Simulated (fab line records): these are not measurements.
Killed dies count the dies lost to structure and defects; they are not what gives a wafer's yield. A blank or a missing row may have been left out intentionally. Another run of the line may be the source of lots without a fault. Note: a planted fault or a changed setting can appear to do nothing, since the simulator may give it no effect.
Chamber matching -- flow n5-finfet -- N5_GATE_CUT_HM_DEP_46 on pecvd-04: 3 sister chambers
The step deposits SiO2 from TEOS/O2, target thk 130 nm, time 26.6 s. 3 wafers are shown with their chamber, then 12 later ones without.

== WAFERS PAIRED WITH THEIR CHAMBERS ==
wafer,chamber,throttle-valve-pct (%)
L088.5,2,18.2
L090.4,1,21.6
L090.6,0,19.9

== WAFERS MISSING THEIR CHAMBER ==
wafer,throttle-valve-pct (%)
L093.2,18.4
L093.3,21.4
L093.6,18.4
L094.2,20.3
L094.3,19.8
L094.4,21.3
L095.1,21.5
L095.2,20.3
L095.6,21.3
L097.4,20.1
L097.5,21.6
L097.6,20.2

== CHAMBER TAKEN BY EACH ==
wafer,from the rows above,in truth
L093.2,2,2
L093.3,1,1
L093.6,2,2
L094.2,0,0
L094.3,0,0
L094.4,1,1
L095.1,1,1
L095.2,0,0
L095.6,1,1
L097.4,0,0
L097.5,1,1
L097.6,0,0
Correctly placed: 12 of 12. Can't be placed from these rows: 0. Placed wrongly: 0.
How it was worked out, from the rows above alone: a wafer's distance from a chamber is the root of the sum, over the readings, of the square of ((its reading less the chamber's mean) divided by the reading's scatter). The wafer belongs to the nearest chamber; if the next one is less than 2 further off, it can't be placed. For every chamber, the mean is computed from those of its wafers that are shown. The scatter: root of mean squared gap, hidden wafer to nearest shown wafer, with one shown wafer a chamber.
